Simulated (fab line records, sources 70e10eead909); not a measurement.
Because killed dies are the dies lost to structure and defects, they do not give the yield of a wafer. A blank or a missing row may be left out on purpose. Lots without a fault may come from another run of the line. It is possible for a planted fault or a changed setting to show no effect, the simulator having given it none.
Chamber matching || flow nand harc || pecvd-03 running NHARC_A_ONON_D1_DEP_33: 3 sister chambers
The step deposits SiO2, target thk 200 nm. 6 wafers are shown with their chamber, then 9 later ones without.

WAFERS PAIRED WITH THEIR CHAMBERS
{"wafer": "L083.1", "chamber": 0, "heater power w (W)": 755, "heater power outer w (W)": 426}
{"wafer": "L088.1", "chamber": 2, "heater power w (W)": 515, "heater power outer w (W)": 285}
{"wafer": "L088.4", "chamber": 2, "heater power w (W)": 513, "heater power outer w (W)": 297}
{"wafer": "L087.2", "chamber": 0, "heater power w (W)": 715, "heater power outer w (W)": 391}
{"wafer": "L087.3", "chamber": 1, "heater power w (W)": 477, "heater power outer w (W)": 248}
{"wafer": "L087.4", "chamber": 1, "heater power w (W)": 494, "heater power outer w (W)": 256}

WAFERS WITHOUT THEIR CHAMBER
{"wafer": "L091.1", "heater power w (W)": 746, "heater power outer w (W)": 413}
{"wafer": "L091.4", "heater power w (W)": 554, "heater power outer w (W)": 299}
{"wafer": "L091.5", "heater power w (W)": 435, "heater power outer w (W)": 224}
{"wafer": "L093.1", "heater power w (W)": 750, "heater power outer w (W)": 412}
{"wafer": "L093.3", "heater power w (W)": 449, "heater power outer w (W)": 250}
{"wafer": "L093.4", "heater power w (W)": 742, "heater power outer w (W)": 408}
{"wafer": "L094.1", "heater power w (W)": 750, "heater power outer w (W)": 419}
{"wafer": "L094.2", "heater power w (W)": 420, "heater power outer w (W)": 226}
{"wafer": "L094.5", "heater power w (W)": 602, "heater power outer w (W)": 290}

WHICH CHAMBER EACH ONE RAN IN
{"wafer": "L091.1", "from the rows above": 0, "in truth": 0}
{"wafer": "L091.4", "from the rows above": 2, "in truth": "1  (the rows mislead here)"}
{"wafer": "L091.5", "from the rows above": 1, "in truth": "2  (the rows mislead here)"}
{"wafer": "L093.1", "from the rows above": 0, "in truth": 0}
{"wafer": "L093.3", "from the rows above": 1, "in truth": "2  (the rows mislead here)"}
{"wafer": "L093.4", "from the rows above": 0, "in truth": 0}
{"wafer": "L094.1", "from the rows above": 0, "in truth": 0}
{"wafer": "L094.2", "from the rows above": 1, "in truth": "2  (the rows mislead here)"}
{"wafer": "L094.5", "from the rows above": 2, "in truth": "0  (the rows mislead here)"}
Correctly placed: 4 of 9. Left unplaced by these rows: 0. 5 placed wrongly.
How it was worked out, from the rows above alone: a wafer's distance from a chamber is the root of the sum, over the readings, of the square of ((its reading less the chamber's mean) divided by the reading's scatter). The wafer belongs to the nearest chamber; if the next one is less than 2 further off, it can't be placed. Each chamber's mean is taken over the wafers shown for it. The scatter is the square root of a quotient: the sum, over the shown wafers, of each reading's squared deviation from its chamber's mean, divided by wafers minus chambers.
